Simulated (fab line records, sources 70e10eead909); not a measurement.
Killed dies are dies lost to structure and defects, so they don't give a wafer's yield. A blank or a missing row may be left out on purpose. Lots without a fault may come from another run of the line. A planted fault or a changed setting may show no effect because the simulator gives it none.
Chamber matching | flow nand_harc | NHARC_A_CONTACT_DEP_58 on pecvd-04: 3 sister chambers
The step deposits SiON, target thk 90 nm. 6 wafers are shown with their chamber, then 9 later ones without.

WAFERS WITH THEIR CHAMBER
wafer  | chamber | heater_power_w (W)
L083.4 | 2       | 749
L091.2 | 1       | 812
L091.6 | 0       | 743
L095.1 | 1       | 776
L095.2 | 0       | 775
L095.3 | 2       | 806

WAFERS WITHOUT THEIR CHAMBER
wafer  | heater_power_w (W)
L094.4 | 756
L094.5 | 758
L094.6 | 867
L096.1 | 813
L096.2 | 760
L096.3 | 853
L096.4 | 864
L096.5 | 824
L096.6 | 773

WHICH CHAMBER EACH WENT THROUGH
wafer  | from the rows above          | in truth
L094.4 | can't be placed: 0 or 2 or 1 | 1
L094.5 | can't be placed: 0 or 2 or 1 | 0
L094.6 | can't be placed: 1 or 2 or 0 | 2
L096.1 | can't be placed: 1 or 2 or 0 | 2
L096.2 | can't be placed: 0 or 2 or 1 | 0
L096.3 | can't be placed: 1 or 2 or 0 | 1
L096.4 | can't be placed: 1 or 2 or 0 | 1
L096.5 | can't be placed: 1 or 2 or 0 | 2
L096.6 | can't be placed: 2 or 0 or 1 | 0
Placed correctly: 0 of 9. Can't be placed from these rows: 9 (the true chamber is among the candidates in 9). Placed wrongly: 0.
How it was worked out, from the rows above alone: a wafer's distance from a chamber is the root of the sum, over the readings, of the square of ((its reading less the chamber's mean) divided by the reading's scatter). The wafer belongs to the nearest chamber; if the next one is less than 2 further off, it can't be placed. A chamber's mean is the mean of its shown wafers. The scatter: the root of (the sum of the squares of (reading less its chamber's mean) over the shown wafers, divided by (wafers less chambers)).
